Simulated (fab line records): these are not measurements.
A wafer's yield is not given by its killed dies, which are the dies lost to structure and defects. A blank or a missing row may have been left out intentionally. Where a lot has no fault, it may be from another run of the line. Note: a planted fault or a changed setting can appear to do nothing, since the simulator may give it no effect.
Which of the tools did it? | flow n5_finfet | 9 lots with 27 wafers sampled at 6 steps, on a route of 1938 steps

== WHAT THE GAUGES SHOWED, per wafer ==
N5_BEOL_M3_CD_MEAS_28: target cd 25.7 nm, target cd y 23.3 nm. Usual: 25.68 nm for cd_nm, sd 0.21.
lot  | measured     | on        | cd_nm (nm)        | flag
L452 | day 8 05:49  | cd_sem-01 | 25.48 25.79 25.31 |
L455 | day 8 09:58  | cd_sem-03 | 26.05 25.78 26.17 |
L454 | day 8 13:04  | cd_sem-03 | 25.75 25.65 25.80 |
L458 | day 9 08:43  | cd_sem-02 | 25.40 25.61 25.53 |
L462 | day 10 11:34 | cd_sem-03 | 25.43 25.78 25.55 |
L464 | day 10 18:02 | cd_sem-01 | 26.09 25.81 25.96 |
L468 | day 11 22:58 | cd_sem-01 | 26.02 25.60 25.69 |
L470 | day 12 15:26 | cd_sem-02 | 25.74 25.76 25.69 |
L472 | day 13 05:52 | cd_sem-02 | 25.83 25.82 25.53 |

N5_BEOL_M3_OCD_MEAS_38. Usual: 55.3 nm for trench_depth_nm, sd 1.1.
lot  | measured     | on     | trench_depth_nm (nm) | flag
L452 | day 8 16:20  | ocd-02 | 56.0 55.0 54.6       |
L455 | day 8 20:01  | ocd-01 | 56.5 55.7 55.8       |
L454 | day 8 20:27  | ocd-01 | 53.9 55.5 55.2       |
L458 | day 9 14:22  | ocd-02 | 54.5 56.2 53.9       |
L462 | day 10 22:14 | ocd-01 | 55.2 55.3 55.7       |
L464 | day 10 22:57 | ocd-02 | 54.9 57.5 55.7       |
L468 | day 12 06:10 | ocd-01 | 0 0.4 0              | OFF
L470 | day 12 16:47 | ocd-01 | 0 0 0                | OFF
L472 | day 13 17:51 | ocd-02 | 56.8 53.3 56.8       |

N5_BEOL_M4_RC_MEAS_101. Usual: DIBL_N 36.6 mV/V, standard deviation 1.9; DIBL_P 36.7 mV/V, standard deviation 2.2; IOFF_N 0.16 nA/um, standard deviation 0.035; IOFF_P 0.22 nA/um, standard deviation 0.038; ION_N 672 uA/um, standard deviation 14; ION_P 462 uA/um, standard deviation 8.3; SS_N 71.6 mV/dec, standard deviation 0.65; SS_P 73.5 mV/dec, standard deviation 0.72; VT_N 250 mV, standard deviation 3.5; VT_P -250 mV, standard deviation 3.1.
lot  | measured     | on        | DIBL_N (mV/V)  | DIBL_P (mV/V)  | IOFF_N (nA/um) | IOFF_P (nA/um) | ION_N (uA/um) | ION_P (uA/um) | SS_N (mV/dec)  | SS_P (mV/dec)  | VT_N (mV)   | VT_P (mV)      | flag
L452 | day 9 10:38  | prober-02 | 37.8 42.0 34.8 | 36.2 40.1 33.9 | 0.15 0.27 0.13 | 0.21 0.27 0.18 | 666 682 680   | 459 458 468   | 71.6 73.9 71.1 | 72.7 74.7 72.6 | 250 245 252 | -249 -249 -251 |
L455 | day 9 15:41  | prober-02 | 36.5 34.4 33.4 | 36.7 34.7 32.6 | 0.15 0.12 0.11 | 0.19 0.16 0.14 | 653 667 650   | 448 453 442   | 71.6 71.0 70.7 | 73.3 72.7 71.6 | 254 254 257 | -258 -257 -257 |
L454 | day 9 21:14  | prober-02 | 35.1 36.8 35.6 | 35.1 37.9 36.8 | 0.14 0.16 0.15 | 0.18 0.22 0.21 | 679 668 680   | 466 460 469   | 71.7 71.1 70.9 | 72.6 74.0 72.8 | 252 253 250 | -252 -251 -249 |
L458 | day 10 21:10 | prober-01 | 35.9 37.0 38.1 | 35.8 38.1 38.4 | 0.14 0.17 0.18 | 0.16 0.21 0.22 | 675 661 685   | 454 455 465   | 71.9 71.1 72.2 | 73.2 74.0 74.1 | 254 250 250 | -256 -252 -254 |
L462 | day 11 14:56 | prober-01 | 32.7 36.4 33.4 | 34.8 38.2 34.6 | 0.12 0.18 0.12 | 0.18 0.23 0.18 | 655 670 665   | 459 466 460   | 70.9 72.2 71.6 | 72.7 73.1 72.6 | 252 249 253 | -252 -249 -252 |
L464 | day 12 08:23 | prober-01 | 35.5 33.3 35.3 | 35.2 32.9 34.6 | 0.13 0.11 0.14 | 0.18 0.16 0.18 | 650 656 665   | 451 459 452   | 71.8 70.9 71.5 | 73.1 72.7 73.1 | 252 254 253 | -251 -254 -251 |
L472 | day 14 14:19 | prober-02 | 38.1 35.2 35.7 | 37.1 34.2 34.4 | 0.19 0.14 0.14 | 0.25 0.19 0.21 | 669 680 678   | 458 466 474   | 71.4 71.2 71.6 | 73.8 72.6 73.6 | 249 251 249 | -248 -250 -248 |

== WHICH TOOL RAN EACH LOT (tool, then ch and the chambers of the sampled wafers, then the start) ==
lot  | N5_BEOL_M3_ETCH_70                 | N5_BEOL_M3_TRENCH_ETCH_37          | N5_BEOL_M3_STRIP_97
L452 | rie_diel-01 ch 0,1,3, day 8 15:59  | rie_diel-01 ch 0,1,3, day 8 16:11  | rie_diel-01 ch 0,1,3, day 8 16:20 or earlier
L455 | rie_diel-03 ch 1,2, day 8 19:40    | rie_diel-03 ch 1,2, day 8 19:52    | rie_diel-03 ch 1,2, day 8 20:01 or earlier
L454 | rie_diel-01 ch 0,3, day 8 20:06    | rie_diel-01 ch 0,3, day 8 20:18    | rie_diel-01 ch 0,3, day 8 20:27 or earlier
L458 | rie_diel-01 ch 1,2, day 9 14:00    | rie_diel-01 ch 1,2, day 9 14:12    | rie_diel-01 ch 1,2, day 9 14:22 or earlier
L462 | rie_diel-03 ch 0,2,3, day 10 21:53 | rie_diel-03 ch 0,2,3, day 10 22:05 | rie_diel-03 ch 0,2,3, day 10 22:14 or earlier
L464 | rie_diel-06 ch 0,1,3, day 10 22:35 | rie_diel-06 ch 0,1,3, day 10 22:47 | rie_diel-06 ch 0,1,3, day 10 22:57 or earlier
L468 | rie_diel-06 ch 1,2,3, day 12 05:49 | rie_diel-06 ch 1,2,3, day 12 06:01 | rie_diel-06 ch 1,2,3, day 12 06:10 or earlier
L470 | rie_diel-01 ch 0,2,3, day 12 16:26 | rie_diel-01 ch 0,3, day 12 16:38   | rie_diel-01 ch 0,3, day 12 16:47 or earlier
L472 | rie_diel-06 ch 1,2, day 13 17:29   | rie_diel-06 ch 1,2, day 13 17:41   | rie_diel-06 ch 1,2, day 13 17:51 or earlier
- N5_BEOL_M3_ETCH_70: etches SOC in N2/H2, target depth 80 nm, overetch 16 nm, time 120 s.
- N5_BEOL_M3_TRENCH_ETCH_37: etches SiOC in C4F6/O2, target depth 55.555 nm, time 29.2 s.
- N5_BEOL_M3_STRIP_97: strips in N2/H2, time 10 s.

== WHAT THE TOOLS THEMSELVES READ (means of the sampled wafers that have a number; where no wafer has one, the mark that the record gives instead) ==
N5_BEOL_M3_ETCH_70. Usual: bias_w 150.0 W (standard deviation 0.45); chamber_pressure_mTorr 29.999 mTorr (standard deviation 0.029); drypump_motor_current_A 5.8 A (standard deviation 0.51); oes_product_au 0.60 a.u. (standard deviation 0.054); rf_vpp_V 523.9 V (standard deviation 2.3); showerhead_plenum_p_Torr 2.54 Torr (standard deviation 0.078); throttle_valve_pct 17.81 % (standard deviation 0.25).
lot  | tool        | bias_w (W) | chamber_pressure_mTorr (mTorr) | drypump_motor_current_A (A) | oes_product_au (a.u.) | rf_vpp_V (V) | showerhead_plenum_p_Torr (Torr) | throttle_valve_pct (%) | flag
L452 | rie_diel-01 | 150.0      | 30.008                         | 6.0                         | 0.59                  | 521.8        | 2.48                            | 17.78                  |
L455 | rie_diel-03 | 150.0      | 29.981                         | 5.1                         | 0.61                  | 523.9        | 2.54                            | 17.91                  |
L454 | rie_diel-01 | 149.9      | 29.989                         | 6.2                         | 0.63                  | 522.9        | 2.49                            | 17.55                  |
L458 | rie_diel-01 | 150.5      | 29.973                         | 5.9                         | 0.58                  | 524.0        | 2.58                            | 17.84                  |
L462 | rie_diel-03 | 149.9      | 30.000                         | 5.1                         | 0.62                  | 523.1        | 2.54                            | 17.86                  |
L464 | rie_diel-06 | 149.7      | 29.994                         | 5.9                         | 0.65                  | 524.8        | 2.57                            | 17.67                  |
L468 | rie_diel-06 | 149.5      | 29.988                         | 5.7                         | 0.60                  | 525.7        | 2.58                            | 17.84                  |
L470 | rie_diel-01 | 150.1      | 29.995                         | 6.0                         | 0.59                  | 524.1        | 2.55                            | 17.74                  |
L472 | rie_diel-06 | 150.7      | 30.035                         | 5.5                         | 0.62                  | 525.3        | 2.60                            | 17.96                  |

N5_BEOL_M3_TRENCH_ETCH_37. Usual: C4F6_flow_sccm 9.998 sccm, standard deviation 0.029; O2_flow_sccm 10.000 sccm, standard deviation 0.028; drypump_motor_current_A 5.8 A, standard deviation 0.52; oes_product_au 0.79 a.u., standard deviation 0.076; rf_vpp_V 669 V, standard deviation 8.8; showerhead_plenum_p_Torr 2.85 Torr, standard deviation 0.088; throttle_valve_pct 20.85 %, standard deviation 0.27.
lot  | tool        | C4F6_flow_sccm (sccm) | O2_flow_sccm (sccm) | drypump_motor_current_A (A) | oes_product_au (a.u.) | rf_vpp_V (V) | showerhead_plenum_p_Torr (Torr) | throttle_valve_pct (%) | flag
L452 | rie_diel-01 | 10.005                | 9.983               | 6.0                         | 0.76                  | 673          | 2.77                            | 20.83                  |
L455 | rie_diel-03 | 9.975                 | 10.026              | 5.1                         | 0.80                  | 663          | 2.84                            | 20.89                  |
L454 | rie_diel-01 | 10.003                | 9.973               | 6.2                         | 0.81                  | 675          | 2.79                            | 20.61                  |
L458 | rie_diel-01 | 9.987                 | 10.024              | 5.8                         | 0.76                  | 672          | 2.90                            | 20.96                  |
L462 | rie_diel-03 | 10.018                | 10.028              | 5.1                         | 0.80                  | 667          | 2.83                            | 20.83                  |
L464 | rie_diel-06 | 9.980                 | 9.992               | 6.0                         | 0.84                  | 664          | 2.88                            | 20.69                  |
L468 | rie_diel-06 | -                     | -                   | -                           | -                     | -            | -                               | -                      | OFF
L470 | rie_diel-01 | -                     | -                   | -                           | -                     | -            | -                               | -                      | OFF
L472 | rie_diel-06 | 10.019                | 9.999               | 5.5                         | 0.81                  | 661          | 2.94                            | 21.10                  |

N5_BEOL_M3_STRIP_97. Usual: drypump_motor_current_A 5.8 A, standard deviation 0.52; oes_product_au 0.79 a.u., standard deviation 0.075; rf_vpp_V 59.1 V, standard deviation 1; showerhead_plenum_p_Torr 2.54 Torr, standard deviation 0.078; throttle_valve_pct 23.62 %, standard deviation 0.3.
lot  | tool        | drypump_motor_current_A (A) | oes_product_au (a.u.) | rf_vpp_V (V) | showerhead_plenum_p_Torr (Torr) | throttle_valve_pct (%) | flag
L452 | rie_diel-01 | 6.1                         | 0.76                  | 58.3         | 2.47                            | 23.56                  |
L455 | rie_diel-03 | 5.1                         | 0.80                  | 60.1         | 2.54                            | 23.80                  |
L454 | rie_diel-01 | 6.2                         | 0.82                  | 58.6         | 2.48                            | 23.29                  |
L458 | rie_diel-01 | 5.9                         | 0.75                  | 58.9         | 2.58                            | 23.56                  |
L462 | rie_diel-03 | 5.1                         | 0.80                  | 58.9         | 2.54                            | 23.75                  |
L464 | rie_diel-06 | 5.9                         | 0.84                  | 59.7         | 2.57                            | 23.52                  |
L468 | rie_diel-06 | 5.7                         | 0.79                  | 59.7         | 2.58                            | 23.66                  |
L470 | rie_diel-01 | 6.2                         | 0.74                  | 58.7         | 2.50                            | 23.58                  |
L472 | rie_diel-06 | 5.4                         | 0.81                  | 59.0         | 2.60                            | 23.82                  |

== THE ANSWER, worked out from the rows above alone ==
Rule: a lot counts as off when the mean over its wafers that have a number is more than 3 standard deviations away from the usual mean. Also off: a lot with no number at a reading for which 4 or more lots have one. All remaining lots with rows at the step are treated as sound. Order of review: gauges by route order, followed by the tools' own readings, for which a lot's mean as printed above is used. At the first step where some lot is off, the reading lying furthest off is the one used; lots without a number count as furthest.
Off: L468, L470, at N5_BEOL_M3_OCD_MEAS_38 (trench_depth_nm).
If a tool, at a process step before that reading, ran all the lots that are off and no sound lot after the first of them, it fits. The gauges at N5_BEOL_M3_OCD_MEAS_38 aren't tried: what is off there is off at N5_BEOL_M3_TRENCH_ETCH_37 too, on other tools, and a gauge's error can't cause that. N5_BEOL_M3_STRIP_97 gives no start for some lots, so the hours and the order of its lots are those of N5_BEOL_M3_OCD_MEAS_38. No candidate that was tried fits.

== WHAT WAS PUT IN BY THE SIMULATOR ==
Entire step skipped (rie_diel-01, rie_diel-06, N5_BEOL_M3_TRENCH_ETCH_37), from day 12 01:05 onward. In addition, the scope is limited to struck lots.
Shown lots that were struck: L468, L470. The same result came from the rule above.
